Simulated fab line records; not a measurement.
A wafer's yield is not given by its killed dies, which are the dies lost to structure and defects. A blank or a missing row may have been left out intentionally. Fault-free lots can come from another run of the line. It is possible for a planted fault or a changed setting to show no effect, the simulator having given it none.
Chamber matching || flow n5_finfet || 4 sister chambers for N5_BEOL_M0_ALD_136 on ald_metal-01
The step deposits TaN, pulse time 2 s, purge time 3 s, co reactant purge time 2 s. 8 wafers are shown with their chamber, then 9 later ones without.

## WAFERS PAIRED WITH THEIR CHAMBERS
{"wafer": "L079.1", "chamber": 2, "heater_power_w (W)": 440}
{"wafer": "L080.6", "chamber": 0, "heater_power_w (W)": 433}
{"wafer": "L083.4", "chamber": 0, "heater_power_w (W)": 445}
{"wafer": "L086.1", "chamber": 2, "heater_power_w (W)": 440}
{"wafer": "L086.5", "chamber": 3, "heater_power_w (W)": 445}
{"wafer": "L088.1", "chamber": 1, "heater_power_w (W)": 457}
{"wafer": "L088.2", "chamber": 3, "heater_power_w (W)": 447}
{"wafer": "L088.5", "chamber": 1, "heater_power_w (W)": 468}

## WAFERS MISSING THEIR CHAMBER
{"wafer": "L089.1", "heater_power_w (W)": 454}
{"wafer": "L089.4", "heater_power_w (W)": 467}
{"wafer": "L089.5", "heater_power_w (W)": 429}
{"wafer": "L092.2", "heater_power_w (W)": 470}
{"wafer": "L092.4", "heater_power_w (W)": 436}
{"wafer": "L092.5", "heater_power_w (W)": 435}
{"wafer": "L097.3", "heater_power_w (W)": 445}
{"wafer": "L097.5", "heater_power_w (W)": 451}
{"wafer": "L097.6", "heater_power_w (W)": 454}

## CHAMBER TAKEN BY EACH
{"wafer": "L089.1", "from the rows above": "can't be placed: 3 or 1 or 2 or 0", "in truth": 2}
{"wafer": "L089.4", "from the rows above": 1, "in truth": 1}
{"wafer": "L089.5", "from the rows above": "can't be placed: 0 or 2 or 3", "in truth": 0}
{"wafer": "L092.2", "from the rows above": 1, "in truth": 1}
{"wafer": "L092.4", "from the rows above": "can't be placed: 0 or 2 or 3", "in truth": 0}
{"wafer": "L092.5", "from the rows above": "can't be placed: 0 or 2 or 3", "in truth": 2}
{"wafer": "L097.3", "from the rows above": "can't be placed: 3 or 2 or 0", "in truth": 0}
{"wafer": "L097.5", "from the rows above": "can't be placed: 3 or 2 or 1 or 0", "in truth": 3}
{"wafer": "L097.6", "from the rows above": "can't be placed: 3 or 1 or 2 or 0", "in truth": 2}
Correctly placed: 2 of 9. Unplaceable from these rows: 7, with the true chamber sitting among the candidates in 7. Placed wrongly: 0.
How it was worked out, from the rows above alone: a wafer's distance from a chamber is the root of the sum, over the readings, of the square of ((its reading less the chamber's mean) divided by the reading's scatter). The wafer belongs to the nearest chamber; if the next one is less than 2 further off, it can't be placed. For every chamber, the mean is computed from those of its wafers that are shown. The scatter: take each reading less its chamber's mean, square it, sum over the shown wafers, divide by the number of wafers less the number of chambers, and take the root.
